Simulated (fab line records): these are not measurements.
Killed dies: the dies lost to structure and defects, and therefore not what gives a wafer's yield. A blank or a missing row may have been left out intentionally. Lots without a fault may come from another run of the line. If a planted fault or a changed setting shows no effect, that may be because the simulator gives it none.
Chamber matching	flow n5_finfet	4 sister chambers for N5_BEOL_M9_ETCH_76 on rie_diel-05
The step etches underlayer in N2/H2, target depth 6.5 nm, time 5.2 s. 4 wafers are shown with their chamber, then 7 later ones without.

## WAFERS PAIRED WITH THEIR CHAMBERS
wafer	chamber	showerhead_plenum_p_Torr (Torr)
L083.4	2	2.48
L086.5	3	2.64
L091.1	0	2.64
L091.2	1	2.51

## WAFERS WITHOUT THEIR CHAMBER
wafer	showerhead_plenum_p_Torr (Torr)
L091.3	2.64
L091.4	2.47
L091.5	2.51
L091.6	2.47
L097.1	2.47
L097.2	2.63
L097.5	2.47

## WHICH CHAMBER EACH ONE RAN IN
wafer	from the rows above	in truth
L091.3	can't be placed: 0 or 3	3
L091.4	2	2
L091.5	1	1
L091.6	2	2
L097.1	2	2
L097.2	can't be placed: 0 or 3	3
L097.5	2	2
Correctly placed: 5 of 7. From these rows, 2 cannot be placed; in 2 the true chamber is one of the candidates. Placed wrongly: 0.
How it was worked out, from the rows above alone: a wafer's distance from a chamber is the root of the sum, over the readings, of the square of ((its reading less the chamber's mean) divided by the reading's scatter). The wafer belongs to the nearest chamber; if the next one is less than 2 further off, it can't be placed. A chamber's mean is the mean of its shown wafers. The scatter (one wafer shown for each chamber): square how far every hidden wafer sits from the nearest shown wafer, average those squares and take the square root.
